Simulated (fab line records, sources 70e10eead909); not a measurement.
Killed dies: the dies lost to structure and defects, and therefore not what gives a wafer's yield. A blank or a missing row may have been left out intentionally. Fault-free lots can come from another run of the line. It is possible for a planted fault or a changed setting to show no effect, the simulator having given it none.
fab line records ; flow nandHarc
record lots=11; wafers=33; lastDay=24
route steps=1159 shown HYBRID_BOND@1094 THIN_TSV@1103
lots with no fault: from the same line, run without faults
startH: the number of hours between the record's first day and the start of the first shown wafer of the lot ; waitH: hours from the lot's prior step to this one ; " identical to the entry in the row above ; L1.1+2: several wafers, shown together as one row ; - value missing, or start not given ; * or withheld: withheld ; < > ~ a bound
route shown NAME@n: a module of which the file shows steps, and the number in the route of the first ; usual: the fault-free wafers' mean and standard deviation ; same: alike in all rows ; chamber/n: place in a boat ; sites: per-site readings ; _std_site: the standard deviation of these ; _edge_site: the outer-site mean with the inner-site mean subtracted ; radiusMm: how far each site lies from the wafer's centre ; mask NAME#n: copy n ; behind: the most recent tool/chamber to have shaped the wafer ; hold: cause of the lot's hold/its duration in hours/its outcome ; device: transistor that didn't switch, given as n, p or np ; end of line: the tests these same wafers got at the end of their route ; a step without rows: its recipe alone ; killed: not the wafer's yield, but the dies lost to structure and defects at the first sort ; map: a wafer's dies, x killed, . not, _ none there
set.NAME: the setting the step ran with; set.NAME@STEP: the setting that earlier step ran with ; model.NAME: the simulator's own value behind a step, which no gauge read
steps of the route over a sample of lots; a table a step, a row a wafer
services: a tool's chamber out of use, with start hour (startH, from the record's first day; less than 0 if before it), hours out, and reason
## steps
# step NHARC_HYBRID_BOND_ACTIVATE_00
# recipe timeS=60; n2FlowSccm=200; arFlowSccm=0; biasPowerW=0; chemistry=N2
# usual drypumpMotorCurrentA=5.8/0.55; mfcArSccm=0.006/0.011; oesProductAu=1.004/0.0096; rfVppV=64.0/0.83; showerheadPlenumPTorr=1.72/0.058
lot.wafer;tool;chamber;startH;waitH;drypumpMotorCurrentA;mfcArSccm;oesProductAu;rfHoursCounterH;rfVppV;showerheadPlenumPTorr
L930.4;rieDiel-01;3;426.40;0.1;5.9;0.024;1.012;12;64.8;1.68
L930.3;rieDiel-01;1;426.40;0.1;6.6;0;1.011;11;62.6;1.74
L930.5;rieDiel-01;3;426.40;0.1;5.9;0.024;1.005;-;62.5;1.68
L929.4;rieDiel-06;0;427.83;0.1;5.3;0.028;1.001;0;63.9;1.72
L929.1;rieDiel-06;1;427.83;0.1;5.8;0;0.985;0;64.2;1.81
L929.5;rieDiel-06;3;427.83;0.1;6.2;0;1.007;-;65.8;1.83
L933.1;rieDiel-01;2;439.38;0.1;5.1;0.001;1.008;10;65.0;1.71
L933.4;rieDiel-01;0;439.38;0.1;5.3;0;1.023;13;63.1;1.65
L933.6;rieDiel-01;2;439.38;0.1;5.0;0.001;0.999;-;64.6;1.71
L938.1;rieDiel-01;1;465.91;0.1;6.6;0;1.000;15;64.5;1.74
L938.5;rieDiel-01;0;465.91;0.1;5.3;0;1.013;-;64.2;1.65
L938.6;rieDiel-01;1;465.91;0.1;6.6;0;0.997;-;63.5;1.74
L934.1;rieDiel-06;0;470.86;0.1;5.3;0.028;1.007;14;63.6;1.72
L934.2;rieDiel-06;1;470.86;0.1;5.9;0;0.995;14;65.0;1.81
L934.5;rieDiel-06;1;470.86;0.1;5.9;0;0.988;-;64.6;1.81
L940.1;rieDiel-01;3;474.87;0.1;5.9;0.024;1.006;16;64.7;1.68
L940.3;rieDiel-01;0;474.87;0.1;5.3;0;1.022;16;62.5;1.65
L940.5;rieDiel-01;3;474.87;0.1;5.9;0.024;1.012;-;61.4;1.68
L942.4;rieDiel-01;2;489.10;0.1;5.1;0.001;1.007;15;64.2;1.71
L942.6;rieDiel-01;1;489.10;0.1;6.6;0;1.014;-;65.4;1.74
L942.5;rieDiel-01;2;489.10;0.1;5.1;0.001;1.004;-;64.3;1.71
L941.2;rieDiel-08;0;495.77;0.1;5.8;0.009;1.007;2;63.5;1.68
L941.4;rieDiel-08;3;495.77;0.1;5.2;0;0.993;1;63.8;1.72
L941.6;rieDiel-08;0;495.77;0.1;5.8;0.009;1.014;-;62.4;1.68
L946.3;rieDiel-01;0;513.54;0.1;5.3;0;1.018;1;65.0;1.65
L946.2;rieDiel-01;1;513.54;0.1;6.6;0;1.004;1;64.8;1.74
L946.1;rieDiel-01;2;513.54;0.1;5.1;0.001;1.010;1;64.7;1.71
L950.2;rieDiel-01;0;533.00;0.1;5.3;0;1.020;3;64.3;1.65
L950.1;rieDiel-01;3;533.00;0.1;5.9;0.024;1.009;2;63.2;1.68
L950.6;rieDiel-01;0;533.00;0.1;5.3;0;1.020;-;64.3;1.65
L949.1;rieDiel-06;1;541.63;0.1;5.9;0;0.987;36;64.5;1.80
L949.4;rieDiel-06;2;541.63;0.1;6.1;0;1.013;38;63.7;1.78
L949.6;rieDiel-06;0;541.63;0.1;5.2;0.028;1.012;-;62.9;1.71
# step NHARC_HYBRID_BOND_OVL_MEAS_05
# usual overlayXNm=-1/30; overlayYNm=2/34
lot.wafer;tool;chamber;startH;waitH;overlayXNm;overlayYNm
L930.3;overlay-01;-;436.99;0.4;-20;45
L930.4;overlay-01;-;436.99;0.4;39;19
L930.5;overlay-01;-;436.99;0.4;29;-16
L929.1;overlay-01;-;437.00;0.4;-4;54
L929.4;overlay-01;-;437.00;0.4;39;-67
L929.5;overlay-01;-;437.00;0.4;40;19
L933.1;overlay-01;-;449.53;0.4;-52;1
L933.4;overlay-01;-;449.53;0.4;-39;-16
L933.6;overlay-01;-;449.53;0.4;38;-23
L938.1;overlay-01;-;476.89;0.4;5;-45
L938.5;overlay-01;-;476.89;0.4;-47;19
L938.6;overlay-01;-;476.89;0.4;16;-6
L934.1;overlay-02;-;476.89;0.4;-9;27
L934.2;overlay-02;-;476.89;0.4;-5;-1
L934.5;overlay-02;-;476.89;0.4;23;3
L940.1;overlay-01;-;483.93;0.4;-26;6
L940.3;overlay-01;-;483.93;0.4;-5;25
L940.5;overlay-01;-;483.93;0.4;5;-78
L942.4;overlay-02;-;500.21;0.4;-30;-57
L942.5;overlay-02;-;500.21;0.4;32;-36
L942.6;overlay-02;-;500.21;0.4;35;-8
L941.2;overlay-02;-;505.85;0.4;24;37
L941.4;overlay-02;-;505.85;0.4;44;22
L941.6;overlay-02;-;505.85;0.4;30;8
L946.1;overlay-02;-;521.89;0.4;4;-55
L946.2;overlay-02;-;521.89;0.4;31;73
L946.3;overlay-02;-;521.89;0.4;-23;4
L950.1;overlay-01;-;542.78;0.4;48;-2
L950.2;overlay-01;-;542.78;0.4;13;-8
L950.6;overlay-01;-;542.78;0.4;-22;10
L949.1;overlay-01;-;552.52;0.4;5;1
L949.4;overlay-01;-;552.52;0.4;-50;28
L949.6;overlay-01;-;552.52;0.4;10;-32
# step NHARC_THIN_TSV_THK_MEAS_02
# recipe thkMeasGauge=ir
# usual thkNm=2996/230
lot.wafer;tool;chamber;startH;waitH;thkNm
L930.3;filmMetro-01;-;441.56;-;2793
L930.4;filmMetro-01;-;441.56;-;3237
L930.5;filmMetro-01;-;441.56;-;3314
L929.1;filmMetro-02;-;443.97;0.2;3015
L929.4;filmMetro-02;-;443.97;0.2;3144
L929.5;filmMetro-02;-;443.97;0.2;3188
L933.1;filmMetro-02;-;451.23;-;2769
L933.4;filmMetro-02;-;451.23;-;2593
L933.6;filmMetro-02;-;451.23;-;2815
L934.1;filmMetro-02;-;478.60;-;2871
L934.2;filmMetro-02;-;478.60;-;3137
L934.5;filmMetro-02;-;478.60;-;2944
L938.1;filmMetro-01;-;479.79;0.2;3383
L938.5;filmMetro-01;-;479.79;0.2;3183
L938.6;filmMetro-01;-;479.79;0.2;3279
L940.1;filmMetro-01;-;488.22;0.2;3096
L940.3;filmMetro-01;-;488.22;0.2;3276
L940.5;filmMetro-01;-;488.22;0.2;2710
L942.4;filmMetro-01;-;501.88;0.2;3045
L942.5;filmMetro-01;-;501.88;0.2;3035
L942.6;filmMetro-01;-;501.88;0.2;2745
L941.2;filmMetro-01;-;507.56;0.2;3115
L941.4;filmMetro-01;-;507.56;0.2;3492
L941.6;filmMetro-01;-;507.56;0.2;3139
L946.1;filmMetro-01;-;525.97;-;2475
L946.2;filmMetro-01;-;525.97;-;2811
L946.3;filmMetro-01;-;525.97;-;2774
L950.1;filmMetro-01;-;544.48;0.2;3206
L950.2;filmMetro-01;-;544.48;0.2;3460
L950.6;filmMetro-01;-;544.48;0.2;3175
L949.1;filmMetro-02;-;555.44;0.2;2972
L949.4;filmMetro-02;-;555.44;0.2;2738
L949.6;filmMetro-02;-;555.44;0.2;2884
# step NHARC_THIN_TSV_EXPOSE_09
# recipe na=0.55; doseMj=30.7; maskId=TSV
# usual exposureDoseMJCm2=30.70/0.032; stageVelMmS=500.01/0.24
lot.wafer;tool;chamber;startH;waitH;mask;exposureDoseMJCm2;stageVelMmS
L930.3;krfScanner-04;0;442.48;-;TSV#0;30.71;499.95
L930.4;krfScanner-04;0;442.48;-;TSV#0;30.74;499.92
L930.5;krfScanner-04;0;442.48;-;TSV#0;30.71;499.97
L929.1;krfScanner-01;0;444.74;-;TSV#0;30.69;500.06
L929.4;krfScanner-01;0;444.74;-;TSV#0;30.70;499.84
L929.5;krfScanner-01;0;444.74;-;TSV#0;30.70;500.07
L933.1;krfScanner-02;0;452.13;-;TSV#0;30.73;500.56
L933.4;krfScanner-02;0;452.13;-;TSV#0;30.71;500.43
L933.6;krfScanner-02;0;452.13;-;TSV#0;30.77;500.19
L934.1;krfScanner-02;0;479.49;-;TSV#0;30.64;499.88
L934.2;krfScanner-02;0;479.49;-;TSV#0;30.70;499.84
L934.5;krfScanner-02;0;479.49;-;TSV#0;30.71;500.21
L938.1;krfScanner-02;0;480.57;-;TSV#0;30.72;500.04
L938.5;krfScanner-02;0;480.57;-;TSV#0;30.66;499.63
L938.6;krfScanner-02;0;480.57;-;TSV#0;30.74;499.95
L940.1;krfScanner-04;0;488.99;-;TSV#0;30.73;499.78
L940.3;krfScanner-04;0;488.99;-;TSV#0;30.73;499.80
L940.5;krfScanner-04;0;488.99;-;TSV#0;30.77;500.11
L942.4;krfScanner-04;0;502.79;-;TSV#0;39.84;499.84
L942.5;krfScanner-04;0;502.79;-;TSV#0;39.82;499.80
L942.6;krfScanner-04;0;502.79;-;TSV#0;39.81;499.82
L941.2;krfScanner-04;0;508.33;-;TSV#0;39.81;499.86
L941.4;krfScanner-04;0;508.33;-;TSV#0;39.81;499.59
L941.6;krfScanner-04;0;508.33;-;TSV#0;39.82;499.65
L946.1;krfScanner-02;0;526.86;-;TSV#0;30.70;500.69
L946.2;krfScanner-02;0;526.86;-;TSV#0;30.71;500.44
L946.3;krfScanner-02;0;526.86;-;TSV#0;30.68;500.42
L950.1;krfScanner-01;0;545.25;-;TSV#0;30.73;499.82
L950.2;krfScanner-01;0;545.25;-;TSV#0;30.68;499.64
L950.6;krfScanner-01;0;545.25;-;TSV#0;30.72;499.63
L949.1;krfScanner-02;0;556.33;-;TSV#0;30.70;499.89
L949.4;krfScanner-02;0;556.33;-;TSV#0;30.68;499.76
L949.6;krfScanner-02;0;556.33;-;TSV#0;30.69;499.78
# step NHARC_THIN_TSV_CD_MEAS_12
# recipe targetCdNm=1000; landingEnergyEv=500
# usual cdNm=1000.5/1.8
lot.wafer;tool;chamber;startH;waitH;cdNm
L930.3;cdSem-02;0;442.63;-;999.6
L930.4;cdSem-02;0;442.63;-;1000.5
L930.5;cdSem-02;0;442.63;-;1000.2
L929.1;cdSem-02;0;444.89;-;998.1
L929.4;cdSem-02;0;444.89;-;1002.2
L929.5;cdSem-02;0;444.89;-;1001.5
L933.1;cdSem-03;0;452.29;-;999.1
L933.4;cdSem-03;0;452.29;-;1002.5
L933.6;cdSem-03;0;452.29;-;1003.8
L934.1;cdSem-02;0;479.65;-;1003.7
L934.2;cdSem-02;0;479.65;-;1001.6
L934.5;cdSem-02;0;479.65;-;1005.3
L938.1;cdSem-01;0;480.73;-;1001.4
L938.5;cdSem-01;0;480.73;-;1000.8
L938.6;cdSem-01;0;480.73;-;1003.3
L940.1;cdSem-02;0;489.15;-;997.3
L940.3;cdSem-02;0;489.15;-;1000.4
L940.5;cdSem-02;0;489.15;-;999.6
L942.4;cdSem-03;0;502.93;-;1005.5
L942.5;cdSem-03;0;502.93;-;1007.2
L942.6;cdSem-03;0;502.93;-;1007.4
L941.2;cdSem-02;0;508.49;-;1009.1
L941.4;cdSem-02;0;508.49;-;1008.7
L941.6;cdSem-02;0;508.49;-;1008.2
L946.1;cdSem-01;0;527.02;-;1002.1
L946.2;cdSem-01;0;527.02;-;994.3
L946.3;cdSem-01;0;527.02;-;998.6
L950.1;cdSem-03;0;545.41;-;1000.9
L950.2;cdSem-03;0;545.41;-;999.2
L950.6;cdSem-03;0;545.41;-;998.7
L949.1;cdSem-02;0;556.49;-;1001.8
L949.4;cdSem-02;0;556.49;-;1001.7
L949.6;cdSem-02;0;556.49;-;998.6
# step NHARC_THIN_TSV_CD_MEAS_37
# usual cdNm=4999.3/2.6
lot.wafer;tool;chamber;startH;waitH;cdNm
L930.3;cdSem-03;-;450.36;-;4995.8
L930.4;cdSem-03;-;450.36;-;4997.9
L930.5;cdSem-03;-;450.36;-;4999.3
L929.1;cdSem-02;-;452.54;-;5001.2
L929.4;cdSem-02;-;452.54;-;5000.2
L929.5;cdSem-02;-;452.54;-;5003.6
L933.1;cdSem-02;-;460.57;-;5000.0
L933.4;cdSem-02;-;460.57;-;5000.7
L933.6;cdSem-02;-;460.57;-;5003.5
L934.1;cdSem-02;-;487.01;-;5003.5
L934.2;cdSem-02;-;487.01;-;4998.9
L934.5;cdSem-02;-;487.01;-;5003.4
L938.1;cdSem-01;-;487.99;-;4998.7
L938.5;cdSem-01;-;487.99;-;5001.6
L938.6;cdSem-01;-;487.99;-;5000.4
L940.1;cdSem-01;-;496.56;-;4996.4
L940.3;cdSem-01;-;496.56;-;5000.4
L940.5;cdSem-01;-;496.56;-;5000.0
L942.4;cdSem-03;-;510.38;-;5000.9
L942.5;cdSem-03;-;510.38;-;5006.6
L942.6;cdSem-03;-;510.38;-;5004.6
L941.2;cdSem-02;-;515.81;-;5009.5
L941.4;cdSem-02;-;515.81;-;5005.5
L941.6;cdSem-02;-;515.81;-;5010.1
L946.1;cdSem-02;-;534.27;-;4999.7
L946.2;cdSem-02;-;534.27;-;4992.7
L946.3;cdSem-02;-;534.27;-;4997.3
L950.1;cdSem-02;-;552.64;-;5000.8
L950.2;cdSem-02;-;552.64;-;4998.9
L950.6;cdSem-02;-;552.64;-;4998.8
L949.1;cdSem-03;-;564.27;-;4998.8
L949.4;cdSem-03;-;564.27;-;4999.1
L949.6;cdSem-03;-;564.27;-;4996.6
## services
tool;chamber;startH;hours;kind
rieDiel-06;3;412.97;5.3;repair
rieDiel-06;0;415.46;5.6;repair
rieDiel-06;-;418.30;9.0;pm
rieDiel-01;0;421.87;-;clean
rieDiel-01;1;421.87;-;clean
rieDiel-01;2;421.87;-;clean
rieDiel-01;3;421.87;-;clean
krfScanner-01;-;428.00;4.0;pm
rieDiel-01;0;446.37;-;clean
rieDiel-01;1;446.37;-;clean
rieDiel-01;2;446.37;-;clean
rieDiel-01;3;446.37;-;clean
rieDiel-08;3;455.00;9.4;repair
krfScanner-04;-;470.02;4.0;pm
rieDiel-01;0;470.87;-;clean
rieDiel-01;1;470.87;-;clean
rieDiel-01;2;470.87;-;clean
krfScanner-04;-;477.39;0.5;repair
rieDiel-08;-;479.29;9.0;pm
rieDiel-01;-;491.80;9.0;pm
krfScanner-02;-;493.43;0.5;repair
krfScanner-04;-;521.19;2.6;repair
krfScanner-04;-;530.86;10.1;repair
krfScanner-04;-;550.10;2.2;repair
## key
firstSign step=NHARC_THIN_TSV_EXPOSE_09; reading=exposureDoseMJCm2; direction=up; sigmas=99+; usual=30.70; struck=39.82
effect step=NHARC_THIN_TSV_CD_MEAS_12; reading=cdNm; direction=up; sigmas=3.9; usual=1000.5; struck=1007.7
effect step=NHARC_THIN_TSV_CD_MEAS_37; reading=cdNm; direction=up; sigmas=2.6; usual=4999.3; struck=5006.2
metAt NHARC_THIN_TSV_EXPOSE_09
struckLots L941,L942
notActingAt NHARC_HYBRID_BOND_ACTIVATE_00,NHARC_HYBRID_BOND_OVL_MEAS_05,NHARC_THIN_TSV_THK_MEAS_02
onsetBetween 488.99 502.79
fault kind=processParameterDrift; tool=krfScanner-04; chamber=-; onsetH=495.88; steps=NHARC_THIN_TSV_EXPOSE_09; channel=doseMj; offset=9.1349; shape=step; actsIn=theseRecipesOnly; stated=30.7
